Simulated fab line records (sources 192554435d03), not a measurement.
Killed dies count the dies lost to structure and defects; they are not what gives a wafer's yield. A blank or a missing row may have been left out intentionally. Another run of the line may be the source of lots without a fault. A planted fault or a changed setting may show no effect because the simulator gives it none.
fab line records	flow n5_finfet
record lots=7	wafers=39
route steps=1938 shown BEOL_M14@1716 PASSIVATION@1930
start_h: the number of hours between the record's first day and the start of the first shown wafer of the lot	wait_h: hours since the lot's step before	" same as the row above	L1.1+2: a row that stands for several wafers	- no value, or no start given	* or withheld: withheld	< > ~ a bound
route shown NAME@n: NAME is a module with steps in the file, n the number in the route of the first one	usual: mean and standard deviation over wafers with no fault	same: alike in all rows	chamber/n: place in a boat	sites: readings site by site	_std_site: standard deviation across them	_edge_site: outer sites' mean less inner sites'	radius_mm: for every site, how far away it sits from the centre of the wafer	mask NAME#n: copy n	behind: tool/chamber where the wafer was last shaped	hold: reason for holding the lot/hours on hold/outcome of the hold	device: the transistor (n, p or np) that didn't switch	end of line: the route-end tests of the same wafers	where a step has no rows: the recipe by itself	killed: dies lost to structure and defects at the first sort, not the wafer's yield	map: a wafer's dies, x killed, . not, _ none there
set.NAME: the run value of the setting; set.NAME@STEP: its run value at that earlier step	model.NAME: the simulator's own value behind a step, which no gauge read
lots whose settings were changed on purpose; a table a step, a row a wafer
## steps
# step N5_BEOL_M14_ILD_DEP_00
# recipe material=SiO2	target_thk_a=11193	temp_c=400	precursor=TEOS/O2	pressure_torr=6.5	rf_w=900	teos_flow_sccm=161.4	gas=O2	flow_sccm=2650	time_s=237.4
lot.wafer	tool	chamber	start_h	wait_h	set.target_thk_a	model.SiO2_of_BEOL_M14_ILD_DEP_00.thk_nm
L074.1	pecvd-01	1	238.81	0.0	11193	1118
L074.2	"	0	"	"	11193	1112
L074.3	"	2	"	"	11193	1100
L074.4+5	"	0,1	"	"	11193	1137
L074.6	"	2	"	"	11193	1132
L080.1	pecvd-01	2	277.93	0.0	11193	1130
L080.2	"	0	"	"	5858	591.2
L080.3	"	1	"	"	11193	1125
L080.4	"	2	"	"	5858	583.6
L080.5	"	0	"	"	11193	1133
L080.6	"	1	"	"	5858	599.6
L085.2	pecvd-01	2	306.13	0.0	11193	1141
L085.3	"	1	"	"	11193	1145
L085.4	"	1	"	"	11193	1158
L087.1	pecvd-01	1	322.53	0.0	11193	1121
L087.2+4	"	0,1	"	"	11193	1133
L087.3	"	2	"	"	11193	1114
L087.5	"	0	"	"	11193	1152
L087.6	"	2	"	"	11193	1137
L090.1	pecvd-01	1	338.35	0.0	11193	1128
L090.2	"	2	"	"	11193	1119
L090.3	"	0	"	"	11193	1118
L090.4+6	"	1,2	"	"	11193	1147
L090.5	"	0	"	"	11193	1139
L095.1	pecvd-02	1	381.71	0.0	9164	914
L095.2	"	0	"	"	9164	911.8
L095.3	"	2	"	"	9164	921.6
L095.4	"	1	"	"	11193	1136
L095.5+6	"	2,0	"	"	11193	1138
L096.1	pecvd-04	0	385.11	0.0	7567	740.6
L096.2	"	1	"	"	11193	1111
L096.3	"	0	"	"	7567	757
L096.4	"	1	"	"	11193	1121
L096.5	"	1	"	"	11193	1124
L096.6	"	0	"	"	7567	753
# step N5_BEOL_M14_THK_MEAS_01
# recipe reads=SiO2_of_BEOL_M14_ILD_DEP_00
# usual M14_ILD_THK=1128/13
lot.wafer	tool	chamber	start_h	wait_h	set.target_thk_a@BEOL_M14_ILD_DEP_00	M14_ILD_THK[nm]
L074.1	film_metro-01	-	239.00	0.1	11193	1117
L074.2	"	-	"	"	11193	1113
L074.3	"	-	"	"	11193	1100
L074.4	"	-	"	"	11193	1139
L074.5	"	-	"	"	11193	1137
L074.6	"	-	"	"	11193	1132
L080.1	film_metro-01	-	278.12	0.1	11193	1129
L080.2	"	-	"	"	5858	591
L080.3	"	-	"	"	11193	1125
L080.4	"	-	"	"	5858	583
L080.5	"	-	"	"	11193	1134
L080.6	"	-	"	"	5858	600
L085.2	film_metro-01	-	306.32	0.1	11193	1140
L085.3	"	-	"	"	11193	1145
L085.4	"	-	"	"	11193	1157
L087.1	film_metro-02	-	322.72	0.1	11193	1121
L087.2	"	-	"	"	11193	1132
L087.3	"	-	"	"	11193	1115
L087.4	"	-	"	"	11193	1134
L087.5	"	-	"	"	11193	1151
L087.6	"	-	"	"	11193	1136
L090.1	film_metro-01	-	338.54	0.1	11193	1128
L090.2	"	-	"	"	11193	1119
L090.3	"	-	"	"	11193	1118
L090.4	"	-	"	"	11193	1146
L090.5	"	-	"	"	11193	1139
L090.6	"	-	"	"	11193	1147
L095.1	film_metro-01	-	381.90	0.1	9164	913
L095.2	"	-	"	"	9164	912
L095.3	"	-	"	"	9164	921
L095.4	"	-	"	"	11193	1136
L095.5	"	-	"	"	11193	1138
L095.6	"	-	"	"	11193	1137
L096.1	film_metro-01	-	385.38	0.2	7567	741
L096.2	"	-	"	"	11193	1112
L096.3	"	-	"	"	7567	757
L096.4	"	-	"	"	11193	1122
L096.5	"	-	"	"	11193	1124
L096.6	"	-	"	"	7567	753
# step N5_BEOL_M14_COAT_58
# recipe resist=BARC	temp_c=205	time_s=60	spin_rpm=1500	resist_thk_nm=89
# step N5_BEOL_M14_COAT_04
# recipe spin_rpm=1704	resist_thk_nm=800
# step N5_BEOL_M14_DESCUM_15
# recipe chemistry=O2	time_s=7.9	source_power_w=50	bias_power_w=20	pressure_mtorr=20	rf_frequency_hz=2.712e+07	temp_c=40	o2_flow_sccm=225
# step N5_BEOL_M14_ETCH_59
# recipe chemistry=N2/H2	target=BARC	target_depth_a=890	overetch_a=267	time_s=67.9	ion_energy_ev=200	pressure_mtorr=30	source_w=840	bias_w=150	n2_flow_sccm=200	h2_flow_sccm=200
# step N5_BEOL_M14_VIA_ETCH_16
# recipe chemistry=C4F8/O2/Ar	target=SiO2	he_inner_torr=15	he_outer_torr=30	target_depth_a=12313	time_s=withheld	ion_energy_ev=800	pressure_mtorr=20	source_w=1905	bias_w=2040	Ar_flow_sccm=400	C4F8_flow_sccm=16	O2_flow_sccm=12	ends=cleared
lot.wafer	tool	chamber	start_h	wait_h	set.target_thk_a@BEOL_M14_ILD_DEP_00	model.etch.depth_nm	model.coat_of_BEOL_M14_COAT_04.thk_nm
L074.1	rie_diel-05	3	239.62	0.0	11193	1118	453.4
L074.2	"	2	"	"	11193	1112	454.8
L074.3	"	1	"	"	11193	1100	454.2
L074.4	"	1	"	"	11193	1137	447.6
L074.5	"	2	"	"	11193	1137	447
L074.6	"	3	"	"	11193	1132	449
L080.1	rie_diel-01	2	279.43	0.0	11193	1130	452.2
L080.2	"	3	"	"	5858	591.3	583.4
L080.3	"	0	"	"	11193	1125	451.8
L080.4	"	1	"	"	5858	583.6	579.4
L080.5	"	3	"	"	11193	1133	453.8
L080.6	"	0	"	"	5858	599.5	578.4
L085.2	rie_diel-02	0	307.38	0.0	11193	1141	449.4
L085.3	"	2	"	"	11193	1145	453.2
L085.4	"	1	"	"	11193	1158	446
L087.1	rie_diel-01	1	323.25	0.0	11193	1121	449.8
L087.2	"	2	"	"	11193	1133	448
L087.3	"	0	"	"	11193	1114	452.6
L087.4	"	0	"	"	11193	1133	450.8
L087.5	"	2	"	"	11193	1152	444.6
L087.6	"	1	"	"	11193	1137	445.8
L090.1	rie_diel-01	1	339.14	0.0	11193	1128	445.4
L090.2	"	3	"	"	11193	1119	452.8
L090.3	"	2	"	"	11193	1118	450.2
L090.4+6	"	0,2	"	"	11193	1147	444
L090.5	"	3	"	"	11193	1139	445.8
L095.1	rie_diel-01	2	382.53	0.0	9164	914.1	498.8
L095.2	"	1	"	"	9164	911.9	499.2
L095.3	"	3	"	"	9164	921.6	498.8
L095.4	"	0	"	"	11193	1136	449.6
L095.5	"	2	"	"	11193	1138	446.6
L095.6	"	3	"	"	11193	1138	447.4
L096.1	rie_diel-01	0	386.71	0.0	7567	740.5	543.6
L096.2	"	2	"	"	11193	1111	455.2
L096.3	"	1	"	"	7567	757	538.2
L096.4	"	3	"	"	11193	1121	452.6
L096.5	"	2	"	"	11193	1124	452.6
L096.6	"	3	"	"	7567	753	542
# step N5_BEOL_M14_DEP_53
# recipe material=SiCN	target_thk_a=500	temp_c=withheld	precursor=3MS/NH3	pressure_torr=3	rf_w=675	time_s=17.8
lot.wafer	tool	chamber	start_h	wait_h	set.time_s	model.SiCN_of_BEOL_M14_DEP_53.thk_nm
L074.1	pecvd-02	0	243.51	0.0	7.224	21
L074.2	"	2	"	"	17.8	49.4
L074.3	"	1	"	"	7.224	20.8
L074.4+6	"	2,0	"	"	17.8	50.4
L074.5	"	1	"	"	7.224	21.4
L080.1	pecvd-04	2	283.67	0.0	17.8	49.8
L080.2+3	"	0,1	"	"	7.291	20.8
L080.4	"	1	"	"	7.291	21.2
L080.5	"	0	"	"	17.8	50.4
L080.6	"	2	"	"	17.8	50
L085.2	pecvd-04	0	313.62	0.0	17.8	48.4
L085.3	"	1	"	"	17.8	48.8
L085.4	"	0	"	"	17.8	49.2
L087.1	pecvd-04	1	328.98	0.0	17.8	49.8
L087.2	"	0	"	"	17.8	49.6
L087.3	"	2	"	"	14.76	41.2
L087.4	"	2	"	"	14.76	41.4
L087.5	"	0	"	"	17.8	50.4
L087.6	"	1	"	"	14.76	41.8
L090.1	pecvd-04	1	342.97	0.0	17.8	49.4
L090.2	"	0	"	"	17.8	48.6
L090.3+4	"	2,0	"	"	8.973	24.6
L090.5	"	1	"	"	17.8	50.2
L090.6	"	2	"	"	8.973	25
L095.1	pecvd-02	0	387.95	0.0	14.64	41.4
L095.2	"	2	"	"	14.64	40.8
L095.3	"	1	"	"	17.8	50.4
L095.4	"	1	"	"	17.8	51.8
L095.5	"	0	"	"	17.8	51
L095.6	"	2	"	"	14.64	42.2
L096.1	pecvd-01	1	393.56	0.0	17.8	50.2
L096.2	"	0	"	"	9.726	27.4
L096.3	"	2	"	"	9.726	28.4
L096.4	"	0	"	"	9.726	28.2
L096.5	"	2	"	"	17.8	50.4
L096.6	"	1	"	"	17.8	50.6
# step N5_PASSIVATION_ETCH_54
# recipe chemistry=CHF3/O2	target=SiO2	target_depth_a=8800	CHF3_flow_sccm=50	O2_flow_sccm=5	Ar_flow_sccm=200	time_s=440	mask_material=PR	pressure_mtorr=30	source_w=650	bias_w=170	ion_energy_ev=200
lot.wafer	tool	chamber	start_h	wait_h	set.time_s	model.etch.depth_nm	model.PASSIVATION.feature_depth_nm
L074.1	rie_diel-02	1	262.00	0.1	594.8	1180	1180
L074.2	"	2	"	"	440	849.8	849.8
L074.3	"	0	"	"	594.8	1192	1192
L074.4	"	3	"	"	440	878.2	878.2
L074.5	"	3	"	"	440	874.7	874.6
L074.6	"	0	"	"	594.8	1191	1191
L080.1	rie_diel-05	1	306.33	0.1	508.8	1032	1032
L080.2	"	2	"	"	440	873.1	873
L080.3	"	0	"	"	508.8	1024	1024
L080.4	"	1	"	"	508.8	1041	1041
L080.5	"	0	"	"	440	885.8	885.8
L080.6	"	2	"	"	440	870.8	870.8
L085.2	rie_diel-01	2	332.27	0.1	440	891.6	891.6
L085.3	"	1	"	"	440	893.8	893.8
L085.4	"	2	"	"	440	886.7	886.8
L087.1	rie_diel-05	0	344.90	0.1	440	872.7	872.6
L087.2	"	2	"	"	440	855.2	855.2
L087.3	"	3	"	"	521.1	1026	1026
L087.4	"	1	"	"	440	877.5	877.4
L087.5	"	0	"	"	521.1	1029	1029
L087.6	"	3	"	"	521.1	1035	1035
L090.1	rie_diel-01	2	366.82	0.1	440	892	892
L090.2	"	3	"	"	357.6	721.2	721.2
L090.3	"	1	"	"	440	907.1	907.2
L090.4	"	0	"	"	440	868.6	868.6
L090.5	"	2	"	"	357.6	736	736
L090.6	"	1	"	"	357.6	731.9	732
L095.1	rie_diel-02	1	410.30	0.1	440	861.4	861.4
L095.2	"	0	"	"	440	885.2	885.2
L095.3	"	3	"	"	357.6	706.6	706.6
L095.4	"	1	"	"	357.6	711.8	711.8
L095.5	"	3	"	"	440	863.2	863.2
L095.6	"	0	"	"	357.6	719.3	719.2
L096.1	rie_diel-01	3	414.00	0.1	440	874	874
L096.2	"	0	"	"	440	874.4	874.4
L096.3	"	1	"	"	440	891.6	891.6
L096.4	"	2	"	"	440	896.4	896.4
L096.5	"	3	"	"	440	880.2	880.2
L096.6	"	2	"	"	440	891.8	891.8
## key
split step=N5_BEOL_M14_ILD_DEP_00	setting=target_thk_a	stated=11193	by=wafer
response step=N5_BEOL_M14_ILD_DEP_00	reading=model.SiO2_of_BEOL_M14_ILD_DEP_00.thk_nm	change=+11.4	per=1%	r=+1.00
response step=N5_BEOL_M14_THK_MEAS_01	reading=M14_ILD_THK	change=+11.4	per=1%	r=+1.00
response step=N5_BEOL_M14_VIA_ETCH_16	reading=model.etch.depth_nm	change=+11.4	per=1%	r=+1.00
response step=N5_BEOL_M14_VIA_ETCH_16	reading=model.coat_of_BEOL_M14_COAT_04.thk_nm	change=-2.7	per=1%	r=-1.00
split step=N5_BEOL_M14_DEP_53	setting=time_s	stated=17.8	by=wafer
response step=N5_BEOL_M14_DEP_53	reading=model.SiCN_of_BEOL_M14_DEP_53.thk_nm	change=+0.494	per=1%	r=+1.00
split step=N5_PASSIVATION_ETCH_54	setting=time_s	stated=440	by=wafer
response step=N5_PASSIVATION_ETCH_54	reading=model.etch.depth_nm	change=+8.96	per=1%	r=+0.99
response step=N5_PASSIVATION_ETCH_54	reading=model.PASSIVATION.feature_depth_nm	change=+8.96	per=1%	r=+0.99
